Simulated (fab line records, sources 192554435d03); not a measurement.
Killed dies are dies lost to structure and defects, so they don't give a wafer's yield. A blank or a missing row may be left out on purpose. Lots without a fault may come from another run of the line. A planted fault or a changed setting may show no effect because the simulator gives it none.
Which tool did it? | flow n5_finfet | 11 lots, 33 wafers sampled, at 5 steps of a route of 1938

WHAT THE GAUGES READ, wafer by wafer
N5_BEOL_M4_RC_MEAS_101. Usual: DIBL_N 37.1 mV/V, standard deviation 1.8; DIBL_P 37.2 mV/V, standard deviation 2.1; IOFF_N 0.17 nA/um, standard deviation 0.033; IOFF_P 0.22 nA/um, standard deviation 0.037; ION_N 680 uA/um, standard deviation 11; ION_P 464 uA/um, standard deviation 7.7; SS_N 71.7 mV/dec, standard deviation 0.63; SS_P 73.6 mV/dec, standard deviation 0.67; VT_N 248.9 mV, standard deviation 2.9; VT_P -251 mV, standard deviation 3.6.
lot  | measured     | on        | DIBL_N (mV/V)  | DIBL_P (mV/V)  | IOFF_N (nA/um) | IOFF_P (nA/um) | ION_N (uA/um) | ION_P (uA/um) | SS_N (mV/dec)  | SS_P (mV/dec)  | VT_N (mV)         | VT_P (mV)      | flag
L816 | day 8 19:38  | prober-01 | 37.7 32.4 36.1 | 39.0 32.8 37.3 | 0.21 0.11 0.18 | 0.24 0.15 0.21 | 684 666 682   | 467 458 465   | 72.2 70.6 71.9 | 74.0 72.1 73.8 | 244.9 253.1 246.9 | -249 -256 -250 |
L817 | day 8 22:56  | prober-02 | 38.7 35.8 34.1 | 40.6 36.7 33.8 | 0.22 0.14 0.12 | 0.26 0.18 0.15 | 701 676 667   | 473 455 454   | 72.0 71.4 71.0 | 74.6 73.2 72.5 | 242.9 251.4 251.3 | -248 -256 -256 |
L818 | day 9 10:14  | prober-02 | 36.0 37.9 35.0 | 36.5 39.2 35.4 | 0.17 0.21 0.15 | 0.24 0.29 0.21 | 691 684 684   | 468 471 469   | 71.0 71.7 70.8 | 73.2 74.4 73.2 | 248.1 245.2 249.1 | -247 -246 -249 |
L819 | day 10 00:26 | prober-02 | 37.3 39.4 37.5 | 37.8 38.5 36.9 | 0.18 0.21 0.18 | 0.23 0.24 0.22 | 690 693 689   | 467 462 468   | 71.9 72.3 71.6 | 74.0 74.5 73.8 | 246.8 245.6 246.4 | -249 -248 -249 |
L824 | day 10 19:43 | prober-02 | 35.7 38.2 34.0 | 37.0 41.7 35.3 | 0.14 0.21 0.13 | 0.18 0.25 0.17 | 663 690 665   | 455 469 462   | 72.0 71.6 70.7 | 73.9 75.1 73.4 | 250.1 245.4 251.2 | -254 -252 -255 |
L825 | day 11 00:59 | prober-01 | 38.3 37.0 35.7 | 38.8 36.4 34.3 | 0.17 0.16 0.14 | 0.24 0.21 0.17 | 671 691 672   | 463 468 457   | 71.8 71.1 71.4 | 75.1 73.4 72.9 | 250.1 248.5 251.5 | -246 -252 -251 |
L826 | day 11 19:04 | prober-02 | 39.2 37.0 38.2 | 40.1 38.1 39.8 | 0.20 0.16 0.20 | 0.23 0.19 0.23 | 673 679 686   | 452 458 465   | 72.7 71.3 72.0 | 74.4 74.2 74.5 | 249.5 249.1 248.2 | -252 -253 -250 |
L830 | day 12 17:26 | prober-01 | 39.9 40.3 36.9 | 40.1 41.7 36.5 | 0.23 0.24 0.15 | 0.24 0.26 0.17 | 699 691 674   | 466 465 457   | 72.2 72.6 72.1 | 73.9 74.3 73.3 | 243.1 245.7 249.0 | -252 -249 -257 |
L832 | day 12 22:56 | prober-01 | 33.3 34.7 34.8 | 35.1 36.7 38.0 | 0.13 0.14 0.15 | 0.18 0.21 0.23 | 675 682 678   | 461 465 470   | 70.6 70.8 71.7 | 73.1 72.9 74.3 | 252.0 249.0 249.5 | -251 -250 -248 |
L831 | day 12 22:01 | prober-01 | 36.6 35.4 39.7 | 36.0 34.3 38.6 | 0.15 0.13 0.21 | 0.20 0.18 0.24 | 673 687 671   | 461 472 455   | 71.4 71.3 72.8 | 73.1 73.1 73.6 | 251.9 251.6 248.7 | -249 -252 -250 |
L835 | day 14 06:01 | prober-01 | 38.4 37.4 37.3 | 37.9 36.2 35.7 | 0.20 0.18 0.17 | 0.24 0.22 0.21 | 695 678 666   | 469 461 461   | 72.2 72.0 71.5 | 74.3 73.4 73.1 | 243.4 247.8 249.1 | -249 -251 -252 |

WHICH TOOL RAN EACH LOT (tool, then ch and the chambers of the sampled wafers, then the start)
lot  | N5_BEOL_M2_ANNEAL_91         | N5_BEOL_M2_SPUTTER_94        | N5_BEOL_M2_SPUTTER_96        | N5_BEOL_M3_COAT_61
L816 | pvd_sputter-01, day 7 16:15  | pvd_sputter-01, day 7 16:39  | pvd_sputter-01, day 7 16:52  | litho_track-02 ch 0, day 7 18:55
L817 | pvd_sputter-01, day 7 22:38  | pvd_sputter-01, day 7 23:00  | pvd_sputter-01, day 7 23:13  | litho_track-03 ch 0, day 8 01:14
L818 | pvd_sputter-03, day 8 10:28  | pvd_sputter-03, day 8 10:49  | pvd_sputter-03, day 8 11:02  | litho_track-03 ch 0, day 8 12:54
L819 | pvd_sputter-03, day 8 15:01  | pvd_sputter-03, day 8 15:22  | pvd_sputter-03, day 8 15:35  | litho_track-02 ch 0, day 8 18:22
L824 | pvd_sputter-01, day 9 09:50  | pvd_sputter-01, day 9 10:11  | pvd_sputter-01, day 9 10:25  | litho_track-02 ch 0, day 9 15:05
L825 | pvd_sputter-02, day 9 15:45  | pvd_sputter-02, day 9 16:07  | pvd_sputter-02, day 9 16:20  | litho_track-03 ch 0, day 9 18:59
L826 | pvd_sputter-03, day 10 06:05 | pvd_sputter-03, day 10 06:27 | pvd_sputter-03, day 10 06:40 | litho_track-02 ch 0, day 10 08:28
L830 | pvd_sputter-03, day 11 03:01 | pvd_sputter-03, day 11 03:22 | pvd_sputter-03, day 11 03:35 | litho_track-03 ch 0, day 11 05:16
L832 | pvd_sputter-03, day 11 19:58 | pvd_sputter-03, day 11 20:20 | pvd_sputter-03, day 11 20:33 | litho_track-02 ch 0, day 11 22:52
L831 | pvd_sputter-01, day 11 21:21 | pvd_sputter-01, day 11 21:43 | pvd_sputter-01, day 11 21:56 | litho_track-01 ch 0, day 11 23:43
L835 | pvd_sputter-03, day 12 17:28 | pvd_sputter-03, day 12 17:49 | pvd_sputter-03, day 12 18:02 | litho_track-02 ch 0, day 12 21:23
- N5_BEOL_M2_ANNEAL_91: time 240 s.
- N5_BEOL_M2_SPUTTER_94: material Cu, target thk 4.5 nm, time 8.29 s.
- N5_BEOL_M2_SPUTTER_96: material Cu, target thk 4.5 nm, time 8.29 s.
- N5_BEOL_M3_COAT_61: time 60 s, resist thk 60 nm.

WHAT THE TOOLS THEMSELVES READ (means of the sampled wafers that have a number; where no wafer has one, the mark that the record gives instead)
N5_BEOL_M2_ANNEAL_91. Usual: heater_power_w 791 W, standard deviation 63.
lot  | tool           | heater_power_w (W) | flag
L816 | pvd_sputter-01 | 815                |
L817 | pvd_sputter-01 | 816                |
L818 | pvd_sputter-03 | 746                |
L819 | pvd_sputter-03 | 737                |
L824 | pvd_sputter-01 | 815                |
L825 | pvd_sputter-02 | 849                |
L826 | pvd_sputter-03 | 766                |
L830 | pvd_sputter-03 | 769                |
L832 | pvd_sputter-03 | 749                |
L831 | pvd_sputter-01 | 796                |
L835 | pvd_sputter-03 | 791                |

N5_BEOL_M2_SPUTTER_94. Usual: throttle_valve_pct 29.9 %, standard deviation 0.97.
lot  | tool           | throttle_valve_pct (%) | flag
L816 | pvd_sputter-01 | 31.1                   |
L817 | pvd_sputter-01 | 30.3                   |
L818 | pvd_sputter-03 | 30.0                   |
L819 | pvd_sputter-03 | 30.1                   |
L824 | pvd_sputter-01 | 30.9                   |
L825 | pvd_sputter-02 | 28.4                   |
L826 | pvd_sputter-03 | 29.9                   |
L830 | pvd_sputter-03 | 29.9                   |
L832 | pvd_sputter-03 | 30.0                   |
L831 | pvd_sputter-01 | 30.8                   |
L835 | pvd_sputter-03 | 29.6                   |

N5_BEOL_M2_SPUTTER_96. Usual: throttle_valve_pct 29.9 %, standard deviation 0.99.
lot  | tool           | throttle_valve_pct (%) | flag
L816 | pvd_sputter-01 | 30.8                   |
L817 | pvd_sputter-01 | 30.2                   |
L818 | pvd_sputter-03 | 30.1                   |
L819 | pvd_sputter-03 | 30.0                   |
L824 | pvd_sputter-01 | 30.4                   |
L825 | pvd_sputter-02 | 28.4                   |
L826 | pvd_sputter-03 | 29.9                   |
L830 | pvd_sputter-03 | 29.9                   |
L832 | pvd_sputter-03 | 29.7                   |
L831 | pvd_sputter-01 | 30.5                   |
L835 | pvd_sputter-03 | 29.6                   |

N5_BEOL_M3_COAT_61. Usual: chill_plate_temp_C 22.98 C, standard deviation 0.12; heater_power_total_W 500.4 W, standard deviation 1.8; run_length_s 65.98 s, standard deviation 0.13.
lot  | tool           | chill_plate_temp_C (C) | heater_power_total_W (W) | run_length_s (s) | flag
L816 | litho_track-02 | 22.96                  | 500.1                    | 65.94            |
L817 | litho_track-03 | 22.96                  | 499.7                    | 66.21            |
L818 | litho_track-03 | 23.05                  | 500.9                    | 66.03            |
L819 | litho_track-02 | 22.92                  | 501.1                    | 65.82            |
L824 | litho_track-02 | 22.82                  | 500.8                    | 65.98            |
L825 | litho_track-03 | 22.96                  | 502.6                    | 66.10            |
L826 | litho_track-02 | 22.98                  | 499.5                    | 65.92            |
L830 | litho_track-03 | 22.99                  | 500.1                    | 66.06            |
L832 | litho_track-02 | 23.15                  | 547.0                    | 57.94            | OFF
L831 | litho_track-01 | 23.07                  | 498.8                    | 66.01            |
L835 | litho_track-02 | 22.97                  | 547.7                    | 58.00            | OFF

THE ANSWER, worked out from the rows above alone
Rule: a lot is off if the mean of its wafers that have a number lies more than 3 standard deviations from the usual mean. A lot without any number at a reading at which 4 lots or more have one is off too. The other lots that the step has rows for count as sound. The gauges are gone through in route order, then the tools' own readings, and for those a lot's mean is taken as printed above. The first step at which some lot is off is used, and at that step the reading that is off furthest; a lot without a number counts as furthest.
Off: L832, L835, at N5_BEOL_M3_COAT_61 (run_length_s).
A tool fits if, at that step or a process step before it, it ran every lot that is off, and no sound lot after the first of them. Can't be told from this: 2 tools fit, pvd_sputter-03 at N5_BEOL_M2_ANNEAL_91 and N5_BEOL_M2_SPUTTER_94 and N5_BEOL_M2_SPUTTER_96, litho_track-02 at N5_BEOL_M3_COAT_61.

WHAT THE SIMULATOR HAD PUT IN
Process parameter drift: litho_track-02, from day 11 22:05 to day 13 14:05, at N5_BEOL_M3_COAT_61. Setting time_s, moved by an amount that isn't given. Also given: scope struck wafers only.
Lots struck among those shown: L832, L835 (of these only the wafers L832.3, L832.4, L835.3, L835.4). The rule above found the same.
